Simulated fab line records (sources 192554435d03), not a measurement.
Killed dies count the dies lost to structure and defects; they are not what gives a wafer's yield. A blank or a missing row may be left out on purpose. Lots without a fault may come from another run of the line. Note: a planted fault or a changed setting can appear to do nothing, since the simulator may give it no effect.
A struck lot beside a sound one -- flow n5Finfet -- 30 out of 1938 route steps
Sound: these wafers, L393.1, L393.2, L393.3. The struck wafers were L390.1, L390.5, L390.6. The cause comes at the end.
Order at every step that has rows: each side's tool, ch and its chambers, its first start. Under that, the readings that differ: sound wafers -- struck wafers -- difference of the means -- sigmas: that difference in standard deviations of wafers without a fault.
alike: readings whose means differ by less than 2 such deviations, and words and numbers that are the same on both sides. not compared: withheld readings, readings that some wafer has no value for, bounds like >300 that may hide the same value, and numbers for which the record gives no deviation and whose values overlap.
Wherever a step has rows on one side only, a row that says differs or no value, or a row with sigmas, the two part there. Numbers that don't overlap but have no deviation are shown without sigmas and don't part them. A reading that every wafer of one side lacks parts them only if that side has two wafers or more.

first, 11 steps without rows for these wafers: N5_FIN_SAQP_DESCUM_21 (chemistry O2, time 7.9 s); N5_FIN_SAQP_ETCH_51 (etches SiARC in CF4, target depth 45.5 nm, time 75.8 s); N5_FIN_SAQP_ETCH_52 (etches SOC in N2/H2, target depth 100 nm, overetch 20 nm, time 150 s); N5_FIN_SAQP_STRIP_53 (strips in N2/H2); N5_FIN_SAQP_HM_OPEN_73 (chemistry CHF3/O2, target SiO2, stops on a-Si, target depth 12 nm, time 16.8 s); N5_FIN_SAQP_STRIP_74 (strips in CHF3/O2); N5_FIN_SAQP_MANDREL_ETCH_22 (etches a-Si in HBr/Cl2, stops on SiNx, target depth 60 nm, bt time 10 s, time 30 s); N5_FIN_SAQP_STRIP_55 (strips in N2/H2); N5_FIN_SAQP_STRIP_23 (strips in SPM, time 750 s); N5_FIN_SAQP_SRD_66 (time 30 s); N5_FIN_SAQP_RECESS_75 (chemistry HF/NH3, target SiO2, target depth 14.4 nm, afs cycles 3, sublimation time 60 s).
N5_FIN_SAQP_SPACER1_ALD_24: deposits SiO2, target thk 20.3 nm, pulse time 1 s, purge time 2 s.
  sound on aldSin-03 ch 1,2,3, day 7 17:29; struck on aldSin-03 ch 0,1,2, day 6 23:45
  no value came back on the struck wafers for any of 5 readings (aldCycles, chamberPressureTorr (Torr) and others); on the sound wafers aldCycles reads 218 218 218
then, 1 step without rows for these wafers: N5_FIN_SAQP_SPACER1_ETCHBACK_25 (etches SiO2 in CHF3/O2, target depth 24.4 nm, time 12.2 s).
N5_FIN_SAQP_MANDREL1_REMOVE_56: chemistry HBr/Cl2/O2, target a-Si, stops on SiNx, bt time 10 s.
  sound on rieSi-06 ch 0,1,3, day 7 18:18; struck on rieSi-06 ch 2,3, day 7 00:33
reading,sound,struck,difference,sigmas
model.FIN_SAQP.cdNm (nm),20.4 20 20.2,34.6 35.8 35.6,+15.1,
  alike: biasW, drypumpMotorCurrentA, mfcCl2Sccm, oes_o_777_au, oesProductAu, throttleValvePct
  not compared: rfHoursCounterH
N5_FIN_SAQP_CD_MEAS_27: target cd 20 nm.
  sound on cdSem-01 ch 0, day 7 18:25; struck on cdSem-02 ch 0, day 7 00:40
reading,sound,struck,difference,sigmas
cdNm (nm),20.31 20.00 20.05,- - -,no value on the struck wafers,
then, 11 steps without rows for these wafers: N5_FIN_SAQP_ETCH_57 (etches SiNx in CH3F/O2, target depth 32.5 nm, time 46.4 s); N5_FIN_SAQP_ETCH_65 (etches SiO2 in CF4, target depth 4 nm, time 4.4 s); N5_FIN_SAQP_MANDREL_ETCH_58 (etches a-Si in HBr/Cl2, stops on SiNx, target depth 45 nm, bt time 10 s, time 27 s); N5_FIN_SAQP_RECESS_63 (chemistry HF/NH3, target SiO2, target depth 18 nm, afs cycles 3, sublimation time 60 s); N5_FIN_SAQP_COAT_68 (time 60 s, resist thk 100 nm); N5_FIN_SAQP_ETCH_69 (etches SOC in N2/H2, stops on SiNx, target depth 150 nm); N5_FIN_SAQP_ETCH_67 (etches SiNx in CH3F/O2, target depth 30 nm); N5_FIN_SAQP_STRIP_70 (strips in N2/H2); N5_FIN_SAQP_RECESS_71 (chemistry HF/NH3, target SiO2, target depth 3 nm, afs cycles 1, sublimation time 60 s); N5_FIN_SAQP_SPACER2_ALD_28 (deposits SiO2, target thk 8.1 nm, pulse time 1 s, purge time 2 s); N5_FIN_SAQP_SPACER2_ETCHBACK_29 (etches SiO2 in CHF3/O2, target depth 12.2 nm, time 6.1 s).
N5_FIN_SAQP_MANDREL2_REMOVE_60: chemistry HBr/Cl2/O2, target a-Si, stops on SiNx, bt time 10 s.
  sound on rieSi-03 ch 1,2,3, day 7 19:56; struck on rieSi-03 ch 0,2,3, day 7 02:07
reading,sound,struck,difference,sigmas
model.FIN_SAQP.cdNm (nm),8 8.2 8,35 35.6 35.6,+27,
  alike: biasW, drypumpMotorCurrentA, mfcCl2Sccm, oes_o_777_au, oesProductAu, throttleValvePct
  not compared: rfHoursCounterH
N5_FIN_SAQP_CD_MEAS_31: target cd 8 nm.
  sound on cdSem-01 ch 0, day 7 20:02; struck on cdSem-01 ch 0, day 7 02:14
reading,sound,struck,difference,sigmas
cdNm (nm),8.08 8.62 8.27,- - -,no value on the struck wafers,
N5_BEOL_M4_RC_MEAS_101:
  the record has rows for the sound wafers here (prober-01 ch 0, day 17 09:47) and none for the struck ones
-- record jumps: 15 days separate the struck wafers' starts on either side; left off in module BEOL_M4, taken up again in module PASSIVATION, whose first shown step is the route's number 1936 --
N5_PASSIVATION_PROBE_49:
  record: rows for the struck wafers here (prober-01, day 21 16:10), none for the sound ones

== WHERE THEY PART ==
At N5_FIN_SAQP_SPACER1_ALD_24 first; at N5_PASSIVATION_PROBE_49 last (within this record only).

WHY: whatever the simulator had introduced
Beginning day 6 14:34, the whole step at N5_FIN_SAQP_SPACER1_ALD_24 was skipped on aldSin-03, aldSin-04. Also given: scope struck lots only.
